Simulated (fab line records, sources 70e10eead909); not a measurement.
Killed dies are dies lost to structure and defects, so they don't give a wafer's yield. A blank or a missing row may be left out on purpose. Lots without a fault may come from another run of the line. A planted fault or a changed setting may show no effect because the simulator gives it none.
fab line records | flow nand_harc
record lots=13 wafers=39 last_day=34
route steps=1302 shown A_STAIRCASE@740 A_BONDPAD@1228 THIN_TSV@1263 END@1302
lots that met no fault: from a run of the same line without faults
start_h: hours from the record's first day to the start of the lot's first wafer shown | wait_h: hours since the lot's step before | " the same as in the row above | L1.1+2: a row that stands for several wafers | - no value, or no start given | * or withheld: withheld | < > ~ a bound
route shown NAME@n: a module of which the file shows steps, and the number in the route of the first | usual: mean/standard deviation of fault-free wafers | same: alike in all rows | chamber/n: place in a boat | sites: the reading at each site | _std_site: their standard deviation | _edge_site: outer sites' mean less inner sites' | radius_mm: how far each site lies from the wafer's centre | mask NAME#n: copy n | behind: the tool/chamber that last shaped the wafer | hold: why the lot was held/for how many hours/how that ended | device: the transistor (n, p or np) that didn't switch | end of line: the same wafers' tests at the end of the route | a step without rows: its recipe alone | killed: dies lost to structure and defects at the first sort, not the wafer's yield | map: a wafer's dies, x killed, . not, _ none there
set.NAME: the setting as run; set.NAME@STEP: as run at that earlier step | model.NAME: the simulator's own value behind a step, which no gauge read
steps of the route over a sample of lots; a table a step, a row a wafer
services: from which hour (start_h, from the record's first day; less than 0 if before it) a tool's chamber was out of use, for how many hours, and why
## steps
# step NHARC_A_STAIRCASE_TRIM_226
# recipe time_s=211.2 o2_flow_sccm=500 ar_flow_sccm=0 bias_w=0 chemistry=O2
# usual drypump_motor_current_A=5.7/0.45 oes_product_au=1.005/0.01 rf_vpp_V=57.8/0.87 showerhead_plenum_p_Torr=3.54/0.13 throttle_valve_pct=17.035/0.0096
# columns lot.wafer tool chamber start_h wait_h drypump_motor_current_A oes_product_au rf_hours_counter_h rf_vpp_V showerhead_plenum_p_Torr throttle_valve_pct
L230.3 rie_diel-08 1 365.49 - 5.6 0.989 57 58.3 3.66 17.029
L230.2 " 3 " " 5.8 0.993 53 56.8 3.49 17.031
L230.5 " 0 " " 5.4 0.996 - 56.6 3.59 17.049
L229.4 rie_diel-01 1 380.12 - 5.9 0.991 56 57.4 3.58 17.031
L229.3 " 2 " " 6.2 1.010 54 59.5 3.31 17.034
L229.5 " 0 " " 5.4 0.999 - 58.7 3.26 17.026
L232.2 rie_diel-11 3 388.70 - 5.2 1.023 44 59.7 3.72 17.021
L232.6 " 2 " " 5.4 1.012 - 57.3 3.63 17.025
L232.4 " 3 " " 5.3 1.015 - 58.5 3.72 17.030
L233.2 rie_diel-11 0 392.44 - 6.7 1.000 41 58.7 3.56 17.031
L233.1 " 2 " " 5.4 1.010 46 57.1 3.63 17.063
L233.4 " 0 " " 6.7 0.997 - 57.5 3.56 17.023
L235.2 rie_diel-08 3 409.76 - 5.8 1.006 9 56.8 3.48 17.038
L235.1 " 1 " " 5.6 1.000 8 57.3 3.65 17.035
L235.4 " 2 " " 5.6 0.990 - 58.2 3.46 17.045
L234.2 rie_diel-11 0 414.66 - 6.7 1.017 47 56.5 3.56 17.046
L234.5 " 2 " " 5.4 1.005 - 58.4 3.62 17.042
L234.6 " 3 " " 5.2 1.016 - 58.8 3.71 17.053
L237.1 rie_diel-01 3 448.09 - 5.7 0.983 19 57.0 3.41 17.042
L237.6 " 2 " " 6.2 1.006 - 57.2 3.30 17.041
L237.5 " 3 " " 5.7 0.989 - 57.7 3.41 17.020
L236.4 rie_diel-08 2 455.85 - 5.6 1.004 22 57.2 3.45 17.029
L236.1 " 3 " " 5.9 0.999 23 59.0 3.47 17.048
L236.2 " 0 " " 5.4 1.013 18 56.9 3.57 17.026
L238.3 rie_diel-11 0 464.09 - 6.6 1.014 9 57.7 3.55 17.042
L238.1 " 1 " " 5.1 1.007 7 56.5 3.49 17.051
L238.4 " 2 " " 5.4 1.016 9 57.3 3.62 17.025
L240.4 rie_diel-01 1 473.56 - 5.9 1.020 33 57.3 3.56 17.034
L240.3 " 2 " " 6.2 1.007 25 57.1 3.30 17.033
L240.5 " 2 " " 6.2 1.005 - 58.1 3.30 17.028
L244.2 rie_diel-01 0 501.54 - 5.4 1.013 37 57.1 3.79 17.031
L244.3 " 1 " " 5.9 1.016 39 57.8 3.55 17.030
L244.6 " 1 " " 5.9 1.009 - 57.6 3.56 17.037
L246.1 rie_diel-01 1 524.79 - 5.9 1.008 48 58.6 3.55 17.028
L246.2 " 2 " " 6.2 1.014 42 58.5 3.29 17.030
L246.3 " 3 " " 5.7 0.984 42 56.3 3.40 17.035
L251.1 rie_diel-08 0 584.35 - 5.3 1.025 9 58.9 3.55 17.033
L251.3 " 3 " " 5.8 1.001 7 55.8 3.45 17.034
L251.6 " 1 " " 5.6 0.997 - 59.0 3.62 17.026
# step NHARC_A_BONDPAD_PVD_27
# recipe target_thk_a=300 chamber_pressure_pa=5 power_w=5000 substrate_temp_c=30 time_s=20.49 material=Cu
# usual throttle_valve_pct=29.3/1.1
# columns lot.wafer tool chamber start_h wait_h throttle_valve_pct
L230.2 pvd_sputter-01 - - - 29.6
L230.3 " - " " 30.5
L230.5 " - " " 29.8
L229.4 pvd_sputter-02 - - - 28.0
L229.3 " - " " 29.8
L229.5 " - " " 28.0
L232.2 pvd_sputter-02 - - - 29.6
L232.4 " - " " 28.1
L232.6 " - " " 31.0
L233.4 pvd_sputter-01 - - - 30.8
L233.1 " - " " 29.6
L233.2 " - " " 29.6
L235.2 pvd_sputter-01 - - - 29.5
L235.4 " - " " 30.5
L235.1 " - " " 30.7
L234.2 pvd_sputter-03 - - - 28.9
L234.6 " - " " 28.7
L234.5 " - " " 28.1
L237.1 pvd_sputter-01 - - - 29.5
L237.6 " - " " 29.4
L237.5 " - " " 28.7
L236.2 pvd_sputter-01 - - - 29.6
L236.4 " - " " 28.4
L236.1 " - " " 29.5
L238.1 pvd_sputter-03 - - - 28.7
L238.4 " - " " 28.1
L238.3 " - " " 28.7
L240.4 pvd_sputter-03 - - - 27.9
L240.3 " - " " 28.0
L240.5 " - " " 28.6
L244.3 pvd_sputter-01 - - - 28.4
L244.2 " - " " 31.0
L244.6 " - " " 29.6
L246.3 pvd_sputter-03 - - - 28.3
L246.2 " - " " 28.6
L246.1 " - " " 29.1
L251.1 pvd_sputter-02 - - - 29.4
L251.3 " - " " 30.1
L251.6 " - " " 32.0
# step NHARC_A_BONDPAD_ANNEAL_28
# recipe temp_c=225 time_s=90
# usual wafer_temp_C_max=226.02/0.24
# columns lot.wafer tool chamber start_h wait_h wafer_temp_C_max
L230.2 rtp_anneal-01 0 546.81 - 226.05
L230.3 " 0 " " 225.67
L230.5 " 0 " " 226.06
L229.3 rtp_anneal-02 0 551.19 - 226.06
L229.4 " 0 " " 225.86
L229.5 " 0 " " 226.42
L232.2 rtp_anneal-02 0 553.55 - 225.95
L232.4 " 0 " " 226.08
L232.6 " 0 " " 225.97
L233.1 rtp_anneal-02 0 555.32 0.3 226.68
L233.2 " 0 " " 225.94
L233.4 " 0 " " 226.06
L235.1 rtp_anneal-02 0 568.66 0.3 225.98
L235.2 " 0 " " 225.85
L235.4 " 0 " " 225.84
L234.2 rtp_anneal-02 0 575.70 0.4 226.34
L234.5 " 0 " " 226.60
L234.6 " 0 " " 225.81
L237.1 rtp_anneal-01 0 622.13 - 226.02
L237.5 " 0 " " 225.78
L237.6 " 0 " " 226.33
L236.1 rtp_anneal-01 0 626.53 0.3 226.51
L236.2 " 0 " " 225.62
L236.4 " 0 " " 225.74
L238.1 rtp_anneal-01 0 627.13 0.3 225.98
L238.3 " 0 " " 225.68
L238.4 " 0 " " 225.58
L240.3 rtp_anneal-01 0 641.57 - 226.05
L240.4 " 0 " " 226.16
L240.5 " 0 " " 226.04
L244.2 rtp_anneal-02 0 670.50 0.4 226.01
L244.3 " 0 " " 226.17
L244.6 " 0 " " 226.03
L246.1 rtp_anneal-01 0 686.72 - 226.01
L246.2 " 0 " " 225.90
L246.3 " 0 " " 226.15
L251.1 rtp_anneal-02 0 772.55 0.3 226.57
L251.3 " 0 " " 225.69
L251.6 " 0 " " 226.11
# step NHARC_THIN_TSV_ETCH_15
# recipe target_depth_a=30000 bosch_target_overetch_cycles=2 bosch_etch_step_s=2.8 bosch_dep_step_s=1.2 bosch_cycles=14
# usual drypump_motor_current_A=5.7/0.45
# columns lot.wafer tool chamber start_h wait_h drypump_motor_current_A rf_hours_counter_h
L230.3 rie_si-04 2 562.12 - 5.7 0.17
L230.2 " 0 " " 6.1 0.18
L230.5 " 2 " " 5.7 -
L229.3 rie_si-02 2 565.69 - 5.2 0.71
L229.5 " 1 " " 5.6 -
L229.4 " 3 " " 5.8 -
L232.2 rie_si-04 2 566.59 - 5.7 0.21
L232.4 " 0 " " 6.1 0.20
L232.6 " 2 " " 5.7 -
L233.2 rie_si-02 1 569.64 - 5.6 0.41
L233.1 " 3 " " 5.8 0.79
L233.4 " 1 " " 5.6 -
L235.2 rie_si-02 3 584.99 - 5.9 0.97
L235.4 " 0 " " 6.2 0.51
L235.1 " 1 " " 5.6 0.57
L234.2 rie_si-03 0 589.46 - 6.0 0.10
L234.6 " 0 " " 6.0 -
L234.5 " 1 " " 6.0 -
L237.1 rie_si-03 0 635.97 - 6.0 0.28
L237.6 " 3 " " 6.6 -
L237.5 " 0 " " 6.0 -
L236.4 rie_si-02 2 640.94 - 5.2 0
L236.2 " 3 " " 5.9 0
L236.1 " 1 " " 5.6 0
L238.3 rie_si-04 2 641.68 - 5.7 0.74
L238.1 " 3 " " 4.8 0.77
L238.4 " 0 " " 6.1 0.67
L240.3 rie_si-02 3 655.56 - 5.8 0.10
L240.4 " 0 " " 6.3 0.13
L240.5 " 1 " " 5.6 -
L244.3 rie_si-04 0 686.20 - 6.1 0.92
L244.2 " 2 " " 5.7 1.00
L244.6 " 1 " " 5.6 -
L246.1 rie_si-04 0 706.32 - 6.1 0
L246.2 " 1 " " 5.7 0
L246.3 " 3 " " 4.8 0
L251.3 rie_si-03 2 791.36 - 5.0 0.12
L251.1 " 3 " " 6.5 0.20
L251.6 " 1 " " 5.9 -
# step NHARC_END_SORT_01
# recipe temp_c=25
# usual killed_at_array=41/10 killed_at_other=0.8/0.91 killed_at_periphery=4.2/2.9 killed_dies=46/10 killed_open=3.5/2.1 killed_short=2.5/1.6
# same gross_dies=677
# columns lot.wafer tool chamber start_h wait_h killed_at_array killed_at_other killed_at_periphery killed_dies killed_open killed_short
L246.1 prober-01 0 720.53 2.6 34 2 8 44 3 2
L246.2 prober-01 0 721.32 2.8 37 1 7 45 3 1
L246.3 prober-01 0 722.12 3.1 101 2 5 108 1 2
# killed by level:class
L246.1 A_SLIT:chamber_film_flake=14 P_M1:chamber_film_flake=5 A_CHANNEL_HOLE_D1:chamber_film_flake=3 A_STAIRCASE:chamber_film_flake=3 A_BONDPAD:chamber_film_flake=3 A_CHANNEL_HOLE_D1:geometric_particle:short=2 A_WL_FILL:geometric_particle:open=2 A_CHANNEL_HOLE_D2:chamber_film_flake=2
L246.2 A_SLIT:chamber_film_flake=11 A_CHANNEL_HOLE_D1:chamber_film_flake=7 A_CONTACT:chamber_film_flake=7 A_STAIRCASE:chamber_film_flake=5 P_M1:chamber_film_flake=4 A_CONTACT:geometric_particle:open=2 P_GATE:chamber_film_flake=2 A_M0:chamber_film_flake=2
L246.3 A_STAIRCASE:unspecified=73 A_SLIT:chamber_film_flake=9 A_CHANNEL_HOLE_D1:chamber_film_flake=5 A_STAIRCASE:chamber_film_flake=5 A_CONTACT:chamber_film_flake=3 P_GATE:chamber_film_flake=3 THIN_TSV:chamber_film_flake=2 A_ONON_D1:geometric_particle:short=1
## services
# columns tool chamber start_h hours kind
rie_si-04 - 342.00 9.0 pm
rtp_anneal-01 - 372.00 12.0 pm
pvd_sputter-01 - 400.10 2.0 repair
pvd_sputter-01 - 404.05 10.0 pm
rie_diel-01 2 406.95 6.4 repair
rie_diel-01 2 418.99 8.1 repair
rie_si-04 2 439.74 5.7 repair
rie_si-02 - 454.00 9.0 pm
rie_diel-01 3 461.79 1.3 repair
rie_si-04 - 468.59 0.1 repair
rie_diel-01 3 474.99 5.7 repair
rie_si-02 1 497.55 8.1 repair
rie_si-04 - 519.00 9.0 pm
rie_si-02 0 555.14 21.0 repair
rie_diel-01 - 557.90 9.0 pm
pvd_sputter-01 - 582.05 10.0 pm
rie_diel-01 - 591.56 0.6 repair
rie_si-04 0 606.00 5.8 repair
pvd_sputter-01 - 613.37 1.2 repair
rie_si-02 - 631.00 9.0 pm
rie_diel-01 3 694.14 21.7 repair
pvd_sputter-01 - 736.70 0.9 repair
rtp_anneal-02 - 744.04 12.0 pm
pvd_sputter-01 - 760.05 10.0 pm
## key
first_sign step=NHARC_END_SORT_01 reading=killed_dies direction=up sigmas=6.2 usual=46 struck=108
effect step=NHARC_END_SORT_01 reading=killed_at_array direction=up sigmas=5.9 usual=41 struck=101
more_kills_born_at NHARC_A_STAIRCASE_TRIM_226@rie_diel-01=71
met_at NHARC_A_STAIRCASE_TRIM_226
struck_lots L246
struck_wafers L246.3
tester_left_out L246
not_acting_at NHARC_A_BONDPAD_PVD_27,NHARC_A_BONDPAD_ANNEAL_28,NHARC_THIN_TSV_ETCH_15
onset_between 448.09 524.79
fault kind=chamber_particle_source tool=rie_diel-01 chamber=3 onset_h=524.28 steps=NHARC_A_STAIRCASE_TRIM_226 rate_per_visit_cm2=0.77544 end_h=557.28
# tester_left_out: of these lots the tester's yield and bins aren't shown, on N5 and GAA mostly nor the transistor test; their killed dies are dies lost to structure and defects alone, not to doping, threshold or leakage, so they don't give the yield
